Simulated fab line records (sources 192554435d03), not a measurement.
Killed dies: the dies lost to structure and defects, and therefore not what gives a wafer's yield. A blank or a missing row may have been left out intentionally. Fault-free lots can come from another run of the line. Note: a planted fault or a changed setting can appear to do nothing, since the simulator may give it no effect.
Matching of chambers    flow n5 finfet    3 sister chambers for N5_BEOL_M8_PECVD_70 on pecvd-02
The step deposits SiO2 from TEOS/O2, target thk 20 nm, time 22.7 s. 3 wafers are shown with their chamber, then 8 later ones without.

== WAFERS, EACH WITH ITS CHAMBER ==
wafer   chamber  showerhead plenum p Torr (Torr)
L089.3  0        8.67
L089.6  1        8.81
L092.1  2        8.76

== WAFERS WITHOUT THEIR CHAMBER ==
wafer   showerhead plenum p Torr (Torr)
L092.3  8.69
L092.6  8.71
L097.2  8.79
L097.4  8.67
L097.6  8.78
L096.2  8.70
L096.5  8.70
L096.6  8.77

== WHICH CHAMBER EACH WENT THROUGH ==
wafer   from the rows above      in truth
L092.3  0                        0
L092.6  can't be placed: 0 or 2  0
L097.2  can't be placed: 1 or 2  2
L097.4  0                        0
L097.6  can't be placed: 2 or 1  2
L096.2  can't be placed: 0 or 2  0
L096.5  can't be placed: 0 or 2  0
L096.6  can't be placed: 2 or 1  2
Placed correctly: 2 of 8. Unplaceable from these rows: 6, with the true chamber sitting among the candidates in 6. Number placed wrongly: 0.
How it was worked out, from the rows above alone: a wafer's distance from a chamber is the root of the sum, over the readings, of the square of ((its reading less the chamber's mean) divided by the reading's scatter). If the next closest chamber is less than 2 further off than the closest, the wafer can't be placed; otherwise it belongs to the closest. For every chamber, the mean is computed from those of its wafers that are shown. The scatter: root of mean squared gap, hidden wafer to nearest shown wafer, with one shown wafer a chamber.
